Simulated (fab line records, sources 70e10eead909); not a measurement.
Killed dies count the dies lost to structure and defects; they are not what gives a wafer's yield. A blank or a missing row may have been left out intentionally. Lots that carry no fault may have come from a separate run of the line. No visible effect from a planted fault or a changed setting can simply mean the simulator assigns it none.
fab line records	flow nand_harc
record: lots: 24	wafers: 72	last_day: 24
route steps=1159 shown A_CONTACT@885 A_BLC@980
lots that met no fault: taken from a fault-free run of the same line
start_h: the number of hours between the record's first day and the start of the first shown wafer of the lot	wait_h: hours since the lot's step before	" as in the row above	L1.1+2: a row that stands for several wafers	- value missing, or start not given	* or withheld: withheld	< > ~ a bound
route shown NAME@n: a module of which the file shows steps, and the number in the route of the first	usual: average and standard deviation across the fault-free wafers	same: alike in all rows	chamber/n: place in a boat	sites: the reading at each site	_std_site: the standard deviation of these	_edge_site: mean of outer sites minus mean of inner sites	radius_mm: for every site, how far away it sits from the centre of the wafer	mask NAME#n: copy n	behind: the tool/chamber that last shaped the wafer	hold: why the lot was held/for how many hours/how that ended	device: the n, p or np transistor that did not switch	end of line: tests run on the same wafers once the route is complete	step lacking rows: just its recipe	killed: not the wafer's yield, but the dies lost to structure and defects at the first sort	map: a wafer's dies, x killed, . not, _ none there
set.NAME: setting as actually run; set.NAME@STEP: the setting as run at that earlier step	model.NAME: the simulator's own value behind a step, which no gauge read
the route's steps for a sample of lots (tables are steps, rows are wafers)
services: from which hour (start_h, from the record's first day; less than 0 if before it) a tool's chamber was out of use, for how many hours, and why
== steps ==
step: NHARC_A_CONTACT_DEP_58
recipe: target_thk_a: 600	target_thk_nm: 60	temp_c: 400	pressure_torr: 3.5	flow_sccm: 200	rf_w: 350	material: SiON
usual: heater_power_w: 735/73
lot.wafer	tool	chamber	start_h	wait_h	heater_power_w
L075.2	pecvd-01	2	374.24	1.2	628
L075.1	"	0	"	"	685
L075.6	"	0	"	"	680
L074.1	pecvd-03	0	377.13	1.5	675
L074.2	"	1	"	"	724
L074.6	"	0	"	"	687
L077.3	pecvd-01	1	389.15	0.9	726
L077.5	"	1	"	"	750
L077.4	"	2	"	"	666
L078.1	pecvd-04	2	390.52	1.5	838
L078.2	"	0	"	"	894
L078.5	"	0	"	"	880
L076.1	pecvd-04	1	394.11	1.5	721
L076.4	"	0	"	"	766
L076.5	"	1	"	"	737
L080.1	pecvd-04	0	401.32	1.5	754
L080.6	"	2	"	"	857
L080.4	"	1	"	"	772
L079.3	pecvd-01	0	406.67	0.9	728
L079.6	"	1	"	"	742
L079.5	"	2	"	"	610
L083.2	pecvd-01	0	412.52	1.2	729
L083.6	"	2	"	"	593
L083.5	"	0	"	"	723
L082.3	pecvd-03	1	422.04	0.9	647
L082.1	"	2	"	"	801
L082.5	"	1	"	"	643
L085.1	pecvd-04	1	430.67	1.5	737
L085.5	"	0	"	"	842
L085.6	"	2	"	"	836
L081.2	pecvd-04	2	432.44	1.3	770
L081.1	"	0	"	"	800
L081.5	"	2	"	"	754
L084.1	pecvd-03	1	439.47	1.5	747
L084.4	"	2	"	"	813
L084.5	"	0	"	"	669
L087.1	pecvd-04	1	445.16	1.5	806
L087.3	"	0	"	"	747
L087.5	"	2	"	"	740
L086.1	pecvd-03	0	447.38	1.5	676
L086.2	"	1	"	"	686
L086.4	"	2	"	"	821
L089.4	pecvd-04	2	456.88	0.7	753
L089.5	"	0	"	"	887
L089.6	"	1	"	"	785
L088.2	pecvd-04	1	463.84	1.2	814
L088.4	"	2	"	"	840
L088.6	"	0	"	"	841
L090.2	pecvd-03	2	467.60	1.2	807
L090.4	"	2	"	"	785
L090.6	"	1	"	"	715
L091.1	pecvd-01	0	473.40	1.4	622
L091.3	"	1	"	"	692
L091.6	"	0	"	"	634
L093.3	pecvd-01	1	474.01	0.9	707
L093.2	"	2	"	"	625
L093.1	"	0	"	"	647
L092.3	pecvd-01	0	479.80	0.9	727
L092.1	"	1	"	"	748
L092.5	"	0	"	"	736
L095.3	pecvd-03	0	487.15	0.9	616
L095.6	"	1	"	"	733
L095.5	"	2	"	"	742
L094.3	pecvd-03	0	491.45	0.9	658
L094.6	"	0	"	"	650
L094.4	"	1	"	"	753
L097.2	pecvd-03	1	501.96	1.2	828
L097.1	"	2	"	"	744
L097.6	"	1	"	"	828
L096.1	pecvd-03	0	508.10	1.5	649
L096.4	"	2	"	"	826
L096.6	"	1	"	"	805
step: NHARC_A_CONTACT_ETCH_77
recipe: target_depth_a: 726	time_s: 36.3	cf4_flow_sccm: 100	chf3_flow_sccm: 30	ar_flow_sccm: 0	rf_w: 500	bias_w: 200	chemistry: CF4/CHF3
usual: chf3_flow_sccm: 29.98/0.085	drypump_motor_current_A: 5.7/0.41	oes_product_au: 0.934/0.019	rf_vpp_V: 369.3/2.1	showerhead_plenum_p_Torr: 1.54/0.054	throttle_valve_pct: 16.803/0.0082
lot.wafer	tool	chamber	start_h	wait_h	chf3_flow_sccm	drypump_motor_current_A	oes_product_au	rf_hours_counter_h	rf_vpp_V	showerhead_plenum_p_Torr	throttle_valve_pct
L075.2	rie_diel-03	2	-	-	30.03	5.3	0.936	29	367.9	1.49	16.808
L075.1	"	3	"	"	29.90	5.6	0.932	33	368.5	1.47	16.812
L075.6	"	0	"	"	30.00	6.2	0.919	-	368.1	1.52	16.809
L074.1	rie_diel-03	2	-	-	29.92	5.3	0.923	29	369.1	1.49	16.798
L074.2	"	3	"	"	29.79	5.6	0.933	34	368.1	1.47	16.796
L074.6	"	1	"	"	29.96	5.7	0.920	-	371.8	1.60	16.797
L077.3	rie_diel-03	3	-	-	30.07	5.6	0.936	37	367.0	1.47	16.795
L077.4	"	0	"	"	30.00	6.3	0.924	37	368.1	1.52	16.807
L077.5	"	1	"	"	30.00	5.7	0.926	-	371.1	1.60	16.797
L078.1	rie_diel-03	1	-	-	30.00	5.7	0.954	34	370.6	1.60	16.805
L078.2	"	2	"	"	29.90	5.3	0.979	33	366.4	1.49	16.805
L078.5	"	0	"	"	29.99	6.3	0.965	-	368.2	1.52	16.794
L076.1	rie_diel-06	1	-	-	29.89	5.8	0.914	55	371.8	1.62	16.804
L076.4	"	2	"	"	30.05	6.1	0.926	51	370.2	1.60	16.813
L076.5	"	1	"	"	30.03	5.9	0.911	-	371.6	1.62	16.803
L080.4	rie_diel-06	0	-	-	29.99	5.2	0.921	59	370.0	1.54	16.817
L080.1	"	2	"	"	30.05	6.1	0.932	55	372.5	1.60	16.799
L080.6	"	1	"	"	29.80	5.8	0.918	-	372.8	1.62	16.798
L079.3	rie_diel-12	1	-	-	30.18	6.0	0.910	8	372.4	1.62	16.803
L079.6	"	1	"	"	30.06	6.0	0.905	-	370.9	1.62	16.815
L079.5	"	2	"	"	30.04	5.4	0.934	-	369.9	1.56	16.801
L083.2	rie_diel-03	0	-	-	29.93	6.3	0.920	2	367.8	1.52	16.813
L083.5	"	2	"	"	29.99	5.3	0.934	-	368.1	1.49	16.797
L083.6	"	3	"	"	29.96	5.6	0.932	-	367.9	1.47	16.805
L082.3	rie_diel-12	0	-	-	30.04	5.8	0.924	14	370.3	1.56	16.794
L082.1	"	1	"	"	30.01	6.0	0.903	15	371.4	1.62	16.820
L082.5	"	3	"	"	29.94	4.7	0.930	-	369.5	1.52	16.812
L085.1	rie_diel-06	0	-	-	29.99	5.2	0.953	1	369.9	1.53	16.801
L085.6	"	3	"	"	29.96	6.1	0.959	-	371.7	1.63	16.807
L085.5	"	0	"	"	29.90	5.2	0.962	-	368.5	1.53	16.815
L081.2	rie_diel-03	0	-	-	29.88	6.2	0.909	7	369.3	1.52	16.791
L081.1	"	3	"	"	30.00	5.6	0.927	7	365.4	1.47	16.809
L081.5	"	0	"	"	29.77	6.3	0.906	-	368.6	1.52	16.792
L084.4	rie_diel-03	0	-	-	29.94	6.3	0.920	9	368.1	1.52	16.806
L084.1	"	1	"	"	29.84	5.7	0.930	8	373.3	1.60	16.782
L084.5	"	0	"	"	29.96	6.3	0.928	-	369.2	1.52	16.799
L087.3	rie_diel-12	0	-	-	30.13	5.8	0.973	24	370.5	1.55	16.809
L087.1	"	2	"	"	29.96	5.5	0.960	19	370.1	1.56	16.795
L087.5	"	0	"	"	30.11	5.8	0.970	-	369.6	1.55	16.806
L086.1	rie_diel-03	3	-	-	30.06	5.6	0.932	10	367.2	1.46	16.794
L086.2	"	0	"	"	30.02	6.2	0.919	11	368.2	1.52	16.806
L086.4	"	1	"	"	30.03	5.7	0.922	10	370.6	1.60	16.818
L089.4	rie_diel-03	3	-	-	30.07	5.6	0.923	13	366.6	1.46	16.805
L089.6	"	2	"	"	29.96	5.3	0.929	-	367.2	1.49	16.806
L089.5	"	3	"	"	30.02	5.6	0.923	-	366.1	1.46	16.806
L088.4	rie_diel-12	3	-	-	30.04	4.7	0.943	29	367.9	1.52	16.808
L088.2	"	1	"	"	29.92	6.0	0.945	30	371.6	1.61	16.812
L088.6	"	0	"	"	29.98	5.8	0.955	-	370.3	1.55	16.815
L090.4	rie_diel-03	2	-	-	29.85	5.3	0.929	15	368.0	1.48	16.814
L090.2	"	3	"	"	30.07	5.6	0.932	16	366.7	1.46	16.805
L090.6	"	3	"	"	30.03	5.6	0.940	-	367.4	1.46	16.801
L091.3	rie_diel-03	3	-	-	29.97	5.6	0.939	16	366.6	1.46	16.795
L091.1	"	0	"	"	29.87	6.3	0.920	16	369.9	1.51	16.812
L091.6	"	2	"	"	29.89	5.3	0.926	-	366.4	1.48	16.803
L093.3	rie_diel-03	3	-	-	30.02	5.6	0.930	17	366.9	1.46	16.809
L093.2	"	0	"	"	30.11	6.3	0.919	16	368.5	1.51	16.803
L093.1	"	2	"	"	29.87	5.3	0.931	16	367.6	1.48	16.815
L092.3	rie_diel-03	2	-	-	29.87	5.3	0.926	18	367.8	1.48	16.806
L092.1	"	0	"	"	30.08	6.3	0.919	18	367.2	1.51	16.799
L092.5	"	3	"	"	30.09	5.6	0.932	-	366.6	1.46	16.806
L095.3	rie_diel-06	0	-	-	30.05	5.2	0.923	20	368.6	1.53	16.790
L095.5	"	2	"	"	29.99	6.1	0.929	-	371.2	1.59	16.795
L095.6	"	3	"	"	29.94	6.1	0.920	-	372.2	1.62	16.797
L094.4	rie_diel-03	0	-	-	30.02	6.2	0.965	19	368.3	1.51	16.790
L094.3	"	3	"	"	30.05	5.6	0.983	20	365.3	1.46	16.805
L094.6	"	1	"	"	29.92	5.7	0.954	-	371.7	1.59	16.810
L097.1	rie_diel-03	2	-	-	29.96	5.3	0.983	21	367.8	1.48	16.793
L097.2	"	0	"	"	30.14	6.3	0.958	21	368.7	1.51	16.792
L097.6	"	2	"	"	29.98	5.3	0.980	-	367.7	1.48	16.797
L096.4	rie_diel-12	0	-	-	29.82	5.8	0.926	43	370.4	1.55	16.797
L096.1	"	1	"	"	29.82	6.0	0.914	45	372.7	1.61	16.789
L096.6	"	3	"	"	29.94	4.7	0.941	-	367.6	1.51	16.811
step: NHARC_A_CONTACT_ETCH_132
recipe: source_w: withheld	pressure_mtorr: 20	bias_v: 1200	time_s: 156	target_depth_a: 9580	ar_flow_sccm: withheld	c4f8_flow_sccm: withheld	o2_flow_sccm: withheld	chemistry: C4F8/O2/Ar
lot.wafer	tool	chamber	start_h	wait_h	rf_hours_counter_h
L075.2	har_cap_etch-01	0	377.71	0.1	60
L075.1	"	1	"	"	60
L075.6	"	0	"	"	-
L074.2	har_cap_etch-03	0	380.33	0.1	82
L074.1	"	1	"	"	82
L074.6	"	1	"	"	-
L077.4	har_cap_etch-02	0	392.29	0.1	-
L077.3	"	1	"	"	-
L077.5	"	0	"	"	-
L078.2	har_cap_etch-01	1	393.73	0.1	64
L078.1	"	0	"	"	64
L078.5	"	0	"	"	-
L076.1	har_cap_etch-02	0	397.51	0.1	14
L076.4	"	1	"	"	-
L076.5	"	0	"	"	-
L080.1	har_cap_etch-03	1	407.68	0.1	88
L080.4	"	1	"	"	-
L080.6	"	1	"	"	-
L079.3	har_cap_etch-01	0	409.94	0.1	-
L079.6	"	0	"	"	-
L079.5	"	1	"	"	-
L083.2	har_cap_etch-01	0	415.59	0.1	68
L083.5	"	0	"	"	-
L083.6	"	1	"	"	-
L082.1	har_cap_etch-02	0	425.56	0.1	18
L082.3	"	0	"	"	-
L082.5	"	1	"	"	-
L085.1	har_cap_etch-01	0	433.89	0.1	70
L085.6	"	1	"	"	-
L085.5	"	0	"	"	-
L081.2	har_cap_etch-02	0	436.21	0.1	21
L081.1	"	1	"	"	21
L081.5	"	1	"	"	-
L084.1	har_cap_etch-01	0	442.69	0.1	72
L084.4	"	0	"	"	-
L084.5	"	1	"	"	-
L087.1	har_cap_etch-02	0	448.42	0.1	23
L087.3	"	1	"	"	-
L087.5	"	0	"	"	-
L086.1	har_cap_etch-03	1	450.58	0.1	96
L086.2	"	0	"	"	96
L086.4	"	1	"	"	-
L089.4	har_cap_etch-02	0	460.34	0.2	-
L089.5	"	1	"	"	-
L089.6	"	0	"	"	-
L088.2	har_cap_etch-03	1	466.96	0.1	99
L088.4	"	0	"	"	-
L088.6	"	0	"	"	-
L090.2	har_cap_etch-01	1	471.09	0.2	78
L090.4	"	1	"	"	-
L090.6	"	0	"	"	-
L091.1	har_cap_etch-01	1	477.71	0.2	79
L091.3	"	1	"	"	-
L091.6	"	1	"	"	-
L093.1	har_cap_etch-02	0	478.16	0.1	29
L093.2	"	1	"	"	29
L093.3	"	0	"	"	-
L092.1	har_cap_etch-02	1	483.02	0.1	30
L092.3	"	0	"	"	-
L092.5	"	0	"	"	-
L095.3	har_cap_etch-02	1	490.41	0.1	-
L095.6	"	0	"	"	-
L095.5	"	1	"	"	-
L094.3	har_cap_etch-03	0	494.59	0.1	-
L094.4	"	1	"	"	-
L094.6	"	0	"	"	-
L097.2	har_cap_etch-03	0	505.14	0.1	107
L097.1	"	1	"	"	107
L097.6	"	1	"	"	-
L096.1	har_cap_etch-01	0	511.30	0.1	85
L096.4	"	1	"	"	-
L096.6	"	0	"	"	-
step: NHARC_A_CONTACT_CD_MEAS_80
usual: cd_nm: 189.5/0.68
lot.wafer	tool	chamber	start_h	wait_h	cd_nm
L075.1	cd_sem-03	-	378.67	-	189.6
L075.2	"	-	"	"	189.2
L075.6	"	-	"	"	189.7
L074.1	cd_sem-03	-	381.25	-	189.8
L074.2	"	-	"	"	189.4
L074.6	"	-	"	"	189.5
L077.3	cd_sem-02	-	393.17	-	188.6
L077.4	"	-	"	"	187.0
L077.5	"	-	"	"	187.7
L078.1	cd_sem-01	-	394.69	-	190.9
L078.2	"	-	"	"	190.5
L078.5	"	-	"	"	190.9
L076.1	cd_sem-01	-	398.45	-	189.2
L076.4	"	-	"	"	189.5
L076.5	"	-	"	"	189.1
L080.1	cd_sem-03	-	408.59	-	189.1
L080.4	"	-	"	"	189.5
L080.6	"	-	"	"	189.2
L079.3	cd_sem-01	-	410.82	-	189.8
L079.5	"	-	"	"	189.1
L079.6	"	-	"	"	190.0
L083.2	cd_sem-01	-	417.01	0.1	189.5
L083.5	"	-	"	"	188.9
L083.6	"	-	"	"	189.7
L082.1	cd_sem-01	-	426.63	-	190.2
L082.3	"	-	"	"	190.5
L082.5	"	-	"	"	190.6
L085.1	cd_sem-01	-	434.81	-	189.8
L085.5	"	-	"	"	189.5
L085.6	"	-	"	"	189.3
L081.1	cd_sem-02	-	437.20	-	189.8
L081.2	"	-	"	"	189.8
L081.5	"	-	"	"	190.9
L084.1	cd_sem-01	-	443.62	-	189.1
L084.4	"	-	"	"	189.1
L084.5	"	-	"	"	189.7
L087.1	cd_sem-02	-	449.36	-	188.7
L087.3	"	-	"	"	188.4
L087.5	"	-	"	"	188.4
L086.1	cd_sem-02	-	451.51	-	189.6
L086.2	"	-	"	"	188.7
L086.4	"	-	"	"	189.4
L089.4	cd_sem-02	-	461.32	-	188.7
L089.5	"	-	"	"	188.7
L089.6	"	-	"	"	188.6
L088.2	cd_sem-01	-	467.90	-	189.5
L088.4	"	-	"	"	189.9
L088.6	"	-	"	"	189.9
L090.2	cd_sem-02	-	472.17	-	189.7
L090.4	"	-	"	"	190.1
L090.6	"	-	"	"	189.9
L091.1	cd_sem-01	-	478.83	-	189.5
L091.3	"	-	"	"	188.9
L091.6	"	-	"	"	188.8
L093.1	cd_sem-03	-	479.08	-	189.6
L093.2	"	-	"	"	189.4
L093.3	"	-	"	"	189.2
L092.1	cd_sem-03	-	483.95	-	189.8
L092.3	"	-	"	"	189.2
L092.5	"	-	"	"	188.8
L095.3	cd_sem-01	-	491.27	-	189.5
L095.5	"	-	"	"	189.8
L095.6	"	-	"	"	189.2
L094.3	cd_sem-01	-	495.48	-	189.5
L094.4	"	-	"	"	189.6
L094.6	"	-	"	"	189.8
L097.1	cd_sem-02	-	506.08	-	190.4
L097.2	"	-	"	"	190.2
L097.6	"	-	"	"	190.6
L096.1	cd_sem-02	-	512.24	-	188.6
L096.4	"	-	"	"	189.7
L096.6	"	-	"	"	189.5
step: NHARC_A_CONTACT_ETCH_31
recipe: target_depth_a: 20000	over_etch_frac: 0.3	time_s: 520	ion_energy_ev: 150	o2_flow_sccm: 400	cos_flow_sccm: 20	ar_flow_sccm: 0	rf_w: 500	bias_w: 300	chemistry: O2/COS
usual: drypump_motor_current_A: 5.7/0.41	oes_product_au: 0.999/0.01	rf_vpp_V: 313.3/1.8	showerhead_plenum_p_Torr: 3.07/0.11	throttle_valve_pct: 28.331/0.0091
lot.wafer	tool	chamber	start_h	wait_h	drypump_motor_current_A	oes_product_au	rf_hours_counter_h	rf_vpp_V	showerhead_plenum_p_Torr	throttle_valve_pct
L075.1	rie_diel-06	0	-	-	5.2	0.994	49	312.4	3.05	28.337
L075.2	"	1	"	"	5.9	0.984	50	315.1	3.21	28.328
L075.6	"	3	"	"	6.1	0.994	-	317.0	3.23	28.339
L074.2	rie_diel-03	3	-	-	5.6	0.998	36	311.7	2.91	28.333
L074.1	"	1	"	"	5.7	1.004	32	314.9	3.17	28.329
L074.6	"	2	"	"	5.3	1.000	-	312.4	2.95	28.345
L077.3	rie_diel-06	0	-	-	5.2	0.999	55	313.2	3.05	28.345
L077.4	"	2	"	"	6.1	1.015	52	316.6	3.17	28.329
L077.5	"	3	"	"	6.1	0.991	-	315.6	3.23	28.326
L078.1	rie_diel-06	3	-	-	6.1	0.998	55	316.9	3.23	28.332
L078.2	"	1	"	"	5.9	0.975	56	316.4	3.21	28.343
L078.5	"	0	"	"	5.2	0.987	-	313.6	3.05	28.325
L076.1	rie_diel-03	1	-	-	5.7	0.996	1	314.0	3.17	28.329
L076.5	"	3	"	"	5.6	1.005	-	311.0	2.91	28.331
L076.4	"	1	"	"	5.7	0.997	-	315.7	3.17	28.328
L080.4	rie_diel-03	3	-	-	5.6	1.014	2	310.9	2.91	28.335
L080.1	"	1	"	"	5.7	0.998	2	313.6	3.17	28.324
L080.6	"	0	"	"	6.3	0.991	-	313.1	3.01	28.333
L079.3	rie_diel-03	3	-	-	5.6	0.998	3	312.5	2.91	28.343
L079.5	"	3	"	"	5.6	1.001	-	311.0	2.91	28.338
L079.6	"	0	"	"	6.3	0.993	-	310.9	3.01	28.323
L083.2	rie_diel-12	2	-	-	5.5	1.001	16	313.3	3.10	28.319
L083.6	"	3	"	"	4.7	1.000	-	313.2	3.01	28.344
L083.5	"	0	"	"	5.9	0.992	-	312.6	3.09	28.324
L082.3	rie_diel-03	0	-	-	6.3	0.990	6	312.6	3.01	28.319
L082.1	"	1	"	"	5.7	0.993	5	314.8	3.17	28.314
L082.5	"	0	"	"	6.3	0.997	-	313.2	3.01	28.326
L085.1	rie_diel-03	1	-	-	5.7	0.984	8	315.4	3.17	28.343
L085.6	"	2	"	"	5.4	1.005	-	310.2	2.95	28.318
L085.5	"	3	"	"	5.6	0.996	-	310.9	2.91	28.323
L081.2	rie_diel-06	1	-	-	5.8	0.992	4	314.5	3.20	28.335
L081.1	"	2	"	"	6.1	1.019	4	313.6	3.16	28.318
L081.5	"	2	"	"	6.1	1.022	-	315.9	3.16	28.322
L084.4	rie_diel-03	1	-	-	5.7	1.005	10	314.7	3.17	28.330
L084.1	"	0	"	"	6.3	1.000	10	313.1	3.01	28.332
L084.5	"	1	"	"	5.7	1.001	-	314.4	3.17	28.321
L087.1	rie_diel-03	1	-	-	5.7	0.999	12	315.0	3.17	28.343
L087.3	"	2	"	"	5.3	1.002	10	313.1	2.95	28.334
L087.5	"	2	"	"	5.4	0.995	-	310.5	2.95	28.350
L086.2	rie_diel-12	0	-	-	5.9	0.999	25	314.3	3.08	28.320
L086.1	"	1	"	"	6.0	0.977	27	314.8	3.20	28.334
L086.4	"	2	"	"	5.4	1.003	21	312.6	3.09	28.337
L089.4	rie_diel-03	0	-	-	6.3	1.000	14	312.7	3.01	28.332
L089.5	"	0	"	"	6.3	0.993	-	313.2	3.01	28.329
L089.6	"	1	"	"	5.7	0.995	-	315.2	3.17	28.321
L088.2	rie_diel-06	2	-	-	6.1	1.018	16	314.5	3.15	28.328
L088.4	"	0	"	"	5.3	1.008	15	312.3	3.04	28.327
L088.6	"	2	"	"	6.1	1.006	-	313.0	3.15	28.331
L090.4	rie_diel-03	3	-	-	5.6	1.013	18	310.9	2.90	28.340
L090.2	"	1	"	"	5.7	0.987	17	313.6	3.16	28.339
L090.6	"	2	"	"	5.4	1.007	-	312.5	2.94	28.336
L091.1	rie_diel-03	0	-	-	6.3	0.991	18	311.8	3.00	28.336
L091.3	"	1	"	"	5.7	0.985	19	313.9	3.16	28.335
L091.6	"	0	"	"	6.3	0.989	-	313.4	3.00	28.330
L093.2	rie_diel-12	0	-	-	5.8	1.016	36	312.9	3.08	28.327
L093.1	"	2	"	"	5.5	1.011	35	315.2	3.09	28.338
L093.3	"	3	"	"	4.7	1.007	40	312.8	3.00	28.328
L092.1	rie_diel-06	2	-	-	6.1	1.013	24	314.5	3.15	28.327
L092.3	"	0	"	"	5.2	1.002	21	314.3	3.03	28.333
L092.5	"	2	"	"	6.2	1.016	-	314.3	3.15	28.326
L095.3	rie_diel-12	3	-	-	4.7	1.008	42	312.6	3.00	28.334
L095.5	"	0	"	"	5.9	1.005	-	311.5	3.08	28.316
L095.6	"	1	"	"	6.0	0.977	-	315.0	3.20	28.326
L094.3	rie_diel-03	0	-	-	6.3	0.995	20	312.9	3.00	28.328
L094.4	"	1	"	"	5.7	1.006	20	314.9	3.16	28.338
L094.6	"	2	"	"	5.3	1.006	-	310.6	2.94	28.324
L097.2	rie_diel-12	3	-	-	4.7	1.003	48	312.6	3.00	28.345
L097.1	"	2	"	"	5.5	1.016	45	313.7	3.08	28.317
L097.6	"	0	"	"	5.9	1.016	-	311.8	3.07	28.337
L096.4	rie_diel-06	0	-	-	5.2	1.007	28	311.9	3.03	28.320
L096.1	"	2	"	"	6.1	1.016	30	313.8	3.15	28.333
L096.6	"	0	"	"	5.3	1.007	-	313.4	3.03	28.333
step: NHARC_A_BLC_ETCH_18
recipe: target_depth_a: 9100	c4f8_flow_sccm: 20	o2_flow_sccm: 10	ar_flow_sccm: withheld	rf_w: 600	bias_w: 1500	chemistry: C4F8/O2/Ar
usual: oes_product_au: 0.937/0.021	rf_vpp_V: 977/5.2
lot.wafer	tool	chamber	start_h	wait_h	oes_product_au	rf_hours_counter_h	rf_vpp_V
L075.2	rie_diel-01	2	-	-	0.936	6	975
L075.1	"	3	"	"	0.927	8	971
L075.6	"	2	"	"	0.932	-	974
L074.2	rie_diel-08	1	-	-	0.962	31	984
L074.1	"	2	"	"	0.969	35	968
L074.6	"	1	"	"	0.959	-	984
L077.4	rie_diel-05	0	-	-	0.923	5	978
L077.3	"	2	"	"	0.956	4	983
L077.5	"	0	"	"	0.915	-	978
L078.2	rie_diel-01	2	-	-	0.959	7	973
L078.1	"	3	"	"	0.933	9	974
L078.5	"	1	"	"	0.931	-	975
L076.4	rie_diel-01	3	-	-	0.977	10	972
L076.1	"	2	"	"	0.981	8	975
L076.5	"	3	"	"	0.994	-	972
L080.1	rie_diel-01	3	-	-	0.913	11	971
L080.4	"	2	"	"	0.915	9	975
L080.6	"	0	"	"	0.935	-	968
L079.3	rie_diel-05	3	-	-	0.918	7	973
L079.6	"	0	"	"	0.904	-	978
L079.5	"	1	"	"	0.911	-	985
L083.2	rie_diel-01	1	-	-	0.927	11	976
L083.5	"	3	"	"	0.926	-	972
L083.6	"	0	"	"	0.942	-	969
L082.1	rie_diel-05	0	-	-	0.952	9	977
L082.3	"	1	"	"	0.961	9	985
L082.5	"	1	"	"	0.945	-	984
L085.1	rie_diel-05	1	-	-	0.924	10	985
L085.5	"	3	"	"	0.906	-	973
L085.6	"	0	"	"	0.900	-	977
L081.1	rie_diel-05	2	-	-	0.951	10	982
L081.2	"	1	"	"	0.944	11	985
L081.5	"	3	"	"	0.950	-	973
L084.4	rie_diel-01	2	-	-	0.923	12	973
L084.1	"	1	"	"	0.932	14	977
L084.5	"	3	"	"	0.933	-	972
L087.3	rie_diel-05	0	-	-	0.903	12	978
L087.1	"	2	"	"	0.932	11	982
L087.5	"	3	"	"	0.915	-	973
L086.4	rie_diel-01	3	-	-	0.923	15	972
L086.2	"	0	"	"	0.936	15	969
L086.1	"	2	"	"	0.928	13	974
L089.4	rie_diel-05	0	-	-	0.911	-	978
L089.6	"	2	"	"	0.926	-	983
L089.5	"	3	"	"	0.908	-	975
L088.2	rie_diel-05	2	-	-	0.933	13	984
L088.4	"	1	"	"	0.914	13	983
L088.6	"	3	"	"	0.909	-	973
L090.4	rie_diel-05	0	-	-	0.936	15	978
L090.2	"	1	"	"	0.947	14	984
L090.6	"	1	"	"	0.956	-	985
L091.1	rie_diel-08	3	-	-	0.964	0	974
L091.3	"	1	"	"	0.949	0	984
L091.6	"	3	"	"	0.964	-	973
L093.1	rie_diel-05	0	-	-	0.905	17	977
L093.2	"	1	"	"	0.913	16	985
L093.3	"	2	"	"	0.923	16	982
L092.1	rie_diel-05	1	-	-	0.922	16	983
L092.3	"	0	"	"	0.934	17	978
L092.5	"	2	"	"	0.939	-	984
L095.3	rie_diel-05	2	-	-	0.965	17	982
L095.6	"	1	"	"	0.955	-	983
L095.5	"	2	"	"	0.960	-	982
L094.3	rie_diel-05	0	-	-	0.952	18	977
L094.4	"	3	"	"	0.937	18	974
L094.6	"	0	"	"	0.957	-	979
L097.2	rie_diel-05	2	-	-	0.921	19	983
L097.1	"	3	"	"	0.917	19	973
L097.6	"	0	"	"	0.909	-	979
L096.4	rie_diel-01	3	-	-	0.959	2	971
L096.1	"	1	"	"	0.962	2	976
L096.6	"	3	"	"	0.954	-	972
== services ==
tool	chamber	start_h	hours	kind
rie_diel-01	2	352.27	9.4	repair
har_cap_etch-03	-	362.89	0.4	repair
rie_diel-12	2	373.74	7.6	repair
pecvd-04	-	376.56	13.0	pm
rie_diel-12	-	379.46	9.0	pm
rie_diel-06	2	381.35	7.2	repair
pecvd-03	0	383.30	13.1	repair
rie_diel-03	-	392.33	9.0	pm
rie_diel-01	2	400.87	3.2	repair
rie_diel-05	-	402.94	0.5	repair
rie_diel-06	3	412.97	5.3	repair
rie_diel-06	0	415.46	5.6	repair
pecvd-01	-	418.19	13.0	pm
rie_diel-06	-	418.30	9.0	pm
rie_diel-12	2	429.66	12.4	repair
pecvd-03	-	450.68	0.5	repair
rie_diel-08	3	455.00	9.4	repair
rie_diel-03	-	458.90	0.2	repair
rie_diel-05	1	466.88	7.2	repair
rie_diel-12	0	470.14	6.4	repair
pecvd-03	-	473.62	13.0	pm
rie_diel-12	1	473.86	5.9	repair
rie_diel-01	-	491.80	9.0	pm
rie_diel-05	-	517.80	9.0	pm
== key ==
fault none
